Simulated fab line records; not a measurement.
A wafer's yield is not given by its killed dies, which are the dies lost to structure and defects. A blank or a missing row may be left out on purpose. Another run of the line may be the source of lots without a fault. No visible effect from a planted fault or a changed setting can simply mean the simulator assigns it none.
Which tool was responsible? / flow nandHarc / Sampling: 8 lots, 24 wafers, 2 of 1302 route steps

## WHAT THE GAUGES SHOWED, per wafer
NHARC_A_CHANNEL_HOLE_D2_CD_MEAS_10: the cd target is 100 nm.
lot=L829; measured=day 13 17:08; on=cdSem-03; cdNm (nm)=99.5 98.2 98.9
lot=L830; measured=day 14 07:06; on=cdSem-01; cdNm (nm)=99.6 99.6 99.2
lot=L831; measured=day 14 18:18; on=cdSem-03; cdNm (nm)=99.5 99.6 99.4
lot=L833; measured=day 15 17:00; on=cdSem-01; cdNm (nm)=101.8 100.3 100.9
lot=L838; measured=day 17 06:11; on=cdSem-02; cdNm (nm)=99.4 99.8 100.0
lot=L844; measured=day 20 07:04; on=cdSem-03; cdNm (nm)=106.1 106.5 106.7
lot=L846; measured=day 20 20:40; on=cdSem-02; cdNm (nm)=105.5 105.3 105.7
lot=L850; measured=day 22 21:01; on=cdSem-03; cdNm (nm)=98.9 100.1 100.1

## TOOL THAT RAN EACH LOT (tool first, then ch and the chambers of the sampled wafers, then the start)
lot=L829; NHARC_A_CHANNEL_HOLE_D2_PEB_08=lithoTrack-06 ch 0, day 13 17:04
lot=L830; NHARC_A_CHANNEL_HOLE_D2_PEB_08=lithoTrack-06 ch 0, day 14 07:01
lot=L831; NHARC_A_CHANNEL_HOLE_D2_PEB_08=lithoTrack-06 ch 0, day 14 18:13
lot=L833; NHARC_A_CHANNEL_HOLE_D2_PEB_08=lithoTrack-01 ch 0, day 15 16:55
lot=L838; NHARC_A_CHANNEL_HOLE_D2_PEB_08=lithoTrack-06 ch 0, day 17 06:06
lot=L844; NHARC_A_CHANNEL_HOLE_D2_PEB_08=lithoTrack-06 ch 0, day 20 06:59
lot=L846; NHARC_A_CHANNEL_HOLE_D2_PEB_08=lithoTrack-06 ch 0, day 20 20:35
lot=L850; NHARC_A_CHANNEL_HOLE_D2_PEB_08=lithoTrack-04 ch 0, day 22 20:56
- NHARC_A_CHANNEL_HOLE_D2_PEB_08: peb time 65 s.

## THE ANSWER, worked out from the rows above alone
Rule: the usual values come from the lots themselves. Put in order of their means at a reading, lots are off if they are a third of the lots or fewer, leave a main group of 4 or more, and stand apart from it by a gap of 3 or more times the standard deviation of the main group's means; of several such gaps the widest counts. The tables above print the reading to a certain number of digits; a main group whose means all agree to those digits is not used. A lot without any number at a reading at which 4 lots or more have one is off too. Where the step has rows for the other lots, those lots are counted as sound.
Off: L844, L846, at NHARC_A_CHANNEL_HOLE_D2_CD_MEAS_10 (cdNm). The main group: mean 99.7 nm, standard deviation 0.64.
A tool fits if, at a process step before that reading, it ran every lot that is off, and no sound lot after the first of them. Those tools and the gauges at NHARC_A_CHANNEL_HOLE_D2_CD_MEAS_10 are tried in the same way. One fits: lithoTrack-06 at NHARC_A_CHANNEL_HOLE_D2_PEB_08. Its last sound lot is L838 (day 17 06:06), its first lot that is off L844 (day 20 06:59): a fault that began between those two fits.

## WHAT THE SIMULATOR HAD INSERTED
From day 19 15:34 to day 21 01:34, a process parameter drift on lithoTrack-06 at NHARC_A_CHANNEL_HOLE_D2_PEB_08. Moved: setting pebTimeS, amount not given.
Lots struck among those shown: L844, L846. The rule above reached the same finding.
